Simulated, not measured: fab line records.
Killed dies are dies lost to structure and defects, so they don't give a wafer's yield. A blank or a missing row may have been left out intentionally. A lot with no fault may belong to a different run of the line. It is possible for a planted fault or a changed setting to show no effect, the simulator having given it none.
8D (eight disciplines) problem report, filled in by code | flow n5-finfet | the parts of the form that need people (team, actions taken, sign-off) are left out

## 1. WHAT WENT WRONG
N5_PASSIVATION_PROBE_49, killed-at-front-end: mean 143 on 3 wafers (1 lot); fault-free wafers 40, standard deviation 11. Relative to the usual mean, that is a shift of +9.4 standard deviations.
Earliest sighting: wafer L914.1 on prober-02 at day 18 00:08. The record holds 17 wafers of 6 lots with a number at this step. By rule, "out" or "out of limits" means more than 4 standard deviations away from the usual mean. All remaining wafers that have a number are taken as sound.

## 2. WHAT IT IS AND WHAT IT IS NOT
question                    | is                                                                                                       | is not
which readings at this step | killed-at-front-end, defect-limited-yield, killed-dies, sort_bin_5_function, sort-n-pass, sort-yield-pct | killed_at_M0_to_M3, killed_at_M4_up, killed-at-contacts, killed-at-other, killed-open, killed-short, sort_bin_4_leakage, sort_bin_8_speed
which lots                  | L914                                                                                                     | L906, L908, L910, L912, L918
which wafers of those lots  | all that have a number                                                                                   | -
read on which tools         | prober-02                                                                                                | prober-01
when                        | from day 18 00:08                                                                                        | up to then (11 sound wafers); but 3 sound wafers of L918 came after

## 3. SUSPECTS, AND WHAT RULES EACH OUT
Counting: a tool at a process step up to the reading stays a suspect if it ran every lot that is out and no sound lot after the first of them.
- rie-diel-05 at N5_SDB_ETCH_17 (etches SiARC in CF4, target depth 23.4 nm, time 39 s): kept. It ran the lot that is out, L914 (day 6 03:44), and no sound lot after that; its last sound lot up to then is L912 (day 5 18:23).
- pvd-sputter-02 at N5_PASSIVATION_PRE_CLEAN_19: kept. It ran the lot that is out, L914 (day 17 17:58), and no sound lot after that; its last sound lot up to then is L908 (day 17 02:07).
- rie-diel-01 at N5_PASSIVATION_STRIP_48 (strips in O2): kept. It ran the lot that is out, L914 (day 17 21:32), and no sound lot after that.
- prober-02 at N5_PASSIVATION_PROBE_49: kept. It ran the lot that is out, L914 (day 18 00:08), and no sound lot after that; its last sound lot up to then is L912 (day 17 23:50). Out on those wafers are its own readings of defect-limited-yield, killed-at-front-end, killed-dies, sort_bin_5_function, sort-n-pass, sort-yield-pct.
Left after counting: rie-diel-05 at N5_SDB_ETCH_17, pvd-sputter-02 at N5_PASSIVATION_PRE_CLEAN_19, rie-diel-01 at N5_PASSIVATION_STRIP_48, prober-02 at N5_PASSIVATION_PROBE_49.

## 4. THE CAUSE (what the simulator had put in)
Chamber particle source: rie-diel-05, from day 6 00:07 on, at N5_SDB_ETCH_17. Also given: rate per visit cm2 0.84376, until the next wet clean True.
Of the 4 suspects that counting leaves, this tool is one.

## 5. THE CHAIN OF EFFECTS, in route order
Each row: a reading where the mean over the struck wafers with a number is more than 3 standard deviations away from the usual. Only readings for which the record gives a usual standard deviation are gone through. hours: the time from each lot's start at the first step in this table that gives one to its start at this step, as a median over the lots. sigmas: the change in usual standard deviations.
hours | step                    | reading              | usual  | on struck wafers | change | sigmas
0     | N5_PASSIVATION_PROBE_49 | defect-limited-yield | 91.1 % | 82.7             | -8.4   | -6.0
0     | N5_PASSIVATION_PROBE_49 | killed-at-front-end  | 40     | 143              | +103   | +9.4
0     | N5_PASSIVATION_PROBE_49 | killed-dies          | 105    | 204              | +99    | +5.8
0     | N5_PASSIVATION_PROBE_49 | sort_bin_5_function  | 5.2 %  | 11.1             | +5.9   | +6.0
0     | N5_PASSIVATION_PROBE_49 | sort-n-pass          | 1075   | 976              | -99    | -5.8
0     | N5_PASSIVATION_PROBE_49 | sort-yield-pct       | 91.1 % | 82.7             | -8.4   | -6.0
The process steps in it:
- N5_PASSIVATION_PROBE_49

## 6. WHAT WOULD HAVE CAUGHT IT SOONER
In this record no reading fell out of limits until day 18 00:08, 288 hours after the fault had begun at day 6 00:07.
An alarm limit of 4 standard deviations would not have fired on the tool readings at N5_SDB_ETCH_17 for which the record gives a usual standard deviation, since none of them was out on any struck wafer.
Each of the lots that are out, 1 in all, had begun N5_SDB_ETCH_17 on rie-diel-05 no later than day 18 00:08. None of them would have been spared by holding the tool at that moment.
